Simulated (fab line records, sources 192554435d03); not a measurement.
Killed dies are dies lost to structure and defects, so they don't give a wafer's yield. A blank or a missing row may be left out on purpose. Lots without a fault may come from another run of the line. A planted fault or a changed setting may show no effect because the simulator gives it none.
A struck lot beside a sound one | flow n5_finfet | 37 steps out of a route of 1938
Sound: wafers L179.1, L179.3, L179.5. Struck: wafers L169.2, L169.3, L169.6. The cause comes at the end.
At each step with rows: each side's tool, then ch and its chambers, then its first start. Under that, the readings that differ: sound wafers | struck wafers | difference of the means | sigmas: that difference in standard deviations of wafers without a fault.
alike: readings whose means differ by less than 2 such deviations, and words and numbers that are the same on both sides. not compared: withheld readings, readings that some wafer has no value for, bounds like >300 that may hide the same value, and numbers for which the record gives no deviation and whose values overlap.
The two part at a step that has a row with sigmas, a row that says differs or no value, or rows on one side only. Numbers that don't overlap but have no deviation are shown without sigmas and don't part them. A reading that every wafer of one side lacks parts them only if that side has two wafers or more.

first, 9 steps without rows for these wafers: N5_BEOL_M4_ANNEAL_95 (time 240 s); N5_BEOL_M4_SPUTTER_96 (material Cu, target thk 4.5 nm, time 8.29 s); N5_BEOL_M4_ECD_50 (material Cu, target thk 300 nm); N5_BEOL_M4_ANNEAL_51 (time 90 s); N5_BEOL_M4_CMP_52 (polishes, stops on SiOC, t overpolish 6.8 s, target thk 40 nm); N5_BEOL_M4_PRE_CLEAN_60 (time 15 s); N5_BEOL_M4_CO_CAP_55 (material Co, precursor CCTBA/H2, target thk 2 nm, time 102.1 s); N5_BEOL_M4_PRE_CLEAN_56 (time 15 s); N5_BEOL_M4_DEP_57 (deposits SiCN from 3MS/NH3, target thk 8 nm, time 14 s).
N5_BEOL_M4_RC_MEAS_101:
  sound on prober-01 ch 0, day 12 07:28; struck on prober-02 ch 0, day 9 20:25
  alike: DIBL_N, DIBL_P, IOFF_N, IOFF_P, ION_N, ION_P, SS_N, SS_P, VT_N, VT_P
then, 24 steps without rows for these wafers: N5_BEOL_M5_ILD_DEP_00 (deposits SiCOH lowk from DEMS/porogen, target thk 140.64 nm, time 25.9 s); N5_BEOL_M5_CURE_79 (cures SiCOH lowk, time 240 s); N5_BEOL_M5_PECVD_70 (deposits SiO2 from TEOS/O2, target thk 16 nm, time 18 s); N5_BEOL_M5_HM_DEP_02 (deposits TiN, target thk 20 nm); N5_BEOL_M5_COAT_59 (time 60 s, resist thk 60 nm); N5_BEOL_M5_COAT_60 (time 60 s, resist thk 12 nm); N5_BEOL_M5_COAT_71 (time 60 s, resist thk 5 nm); N5_BEOL_M5_COAT_05 (resist thk 30 nm); N5_BEOL_M5_EBR_07; N5_BEOL_M5_SOFTBAKE_06 (time 60 s); N5_BEOL_M5_EXPOSE_08 (exposes mask M5, target cd 28 nm); N5_BEOL_M5_PEB_09 (peb time 60 s); N5_BEOL_M5_DEVELOP_10 (develop time 30 s); N5_BEOL_M5_DESCUM_16 (chemistry O2, time 7 s); N5_BEOL_M5_ETCH_72 (etches underlayer in N2/H2, target depth 6.5 nm, time 5.2 s); N5_BEOL_M5_ETCH_61 (etches SiARC in CF4, target depth 15.6 nm, time 26 s); N5_BEOL_M5_ETCH_62 (etches SOC in N2/H2, target depth 75 nm, overetch 15 nm, time 112.5 s); N5_BEOL_M5_STRIP_63 (strips in N2/H2); N5_BEOL_M5_STRIP_73 (strips in N2/H2); N5_BEOL_M5_STRIP_64 (strips in CF4); N5_BEOL_M5_HM_OPEN_17 (chemistry Cl2/BCl3, target TiN, target depth 20 nm, overetch 6 nm); N5_BEOL_M5_STRIP_19 (strips in O2); N5_BEOL_M5_COAT_65 (time 60 s, resist thk 60 nm); N5_BEOL_M5_COAT_66 (time 60 s, resist thk 12 nm).
N5_BEOL_M5_CVD_47: deposits Co from CCTBA/H2, target thk 3 nm, time 216 s.
  sound on cvd_co-01 ch 0,1, day 12 13:41; struck on cvd_co-01 ch 1,2, day 10 04:49
  no value came back on the struck wafers for chamber_pressure_Torr (Torr), run_length_s (s); on the sound wafers chamber_pressure_Torr (Torr) reads 29.96 30.06 30.08
N5_BEOL_M5_CMP_52: polishes, stops on SiCOH lowk, t overpolish 6.9 s, target thk 62 nm.
  sound on cmp-01 ch 1,2, day 12 20:21; struck on cmp-03 ch 1,2,3, day 10 10:07
  reading                      | sound          | struck         | difference | sigmas
  barrier_field_endpoint_s (s) | 25.5 25.8 25.5 | 21.5 21.1 22.5 | -3.9       | -5
  alike: motor_current_A
  not compared: model.Cu_of_BEOL_M5_ECD_50.thk_nm
-- the record jumps here: 4 days lie between the struck wafers' starts before and after (it left off in module BEOL_M5 and takes up again in module PASSIVATION, whose first step shown is number 1936 of the route) --
N5_PASSIVATION_PROBE_49:
  sound on prober-02, day 16 20:39; struck on prober-02, day 14 06:08
  reading                  | sound          | struck         | difference | sigmas
  defect_limited_yield (%) | 92.4 90.3 93.4 | 0 0 0          | -92        | -61
  killed_at_M4_up          | 17 13 12       | 1118 1121 1114 | +1104      | +99 or more
  killed_at_other          | 7 12 5         | 4 0 0          | -7         | -2
  killed_dies              | 90 114 78      | 1180 1180 1180 | +1086      | +60
  killed_on_rim            | 10 15 12       | 152 152 152    | +140       | +38
  sort_bin_5_function (%)  | 4.7 5.7 4.2    | 90.4 89.1 90.0 | +85.0      | +77
  sort_bin_6_memory (%)    | 2.5 3.5 2.2    | 9.3 10.7 9.6   | +7.1       | +10
  sort_n_pass              | 1090 1066 1102 | 0 0 0          | -1086      | -60
  sort_yield_pct (%)       | 92.4 90.3 93.4 | 0 0 0          | -92        | -61
  alike: killed_at_M0_to_M3, killed_at_contacts, killed_at_front_end, killed_open, killed_short

WHERE THEY PART
First at N5_BEOL_M5_CVD_47; last, within this record, at N5_PASSIVATION_PROBE_49.

WHY: what the simulator had put in
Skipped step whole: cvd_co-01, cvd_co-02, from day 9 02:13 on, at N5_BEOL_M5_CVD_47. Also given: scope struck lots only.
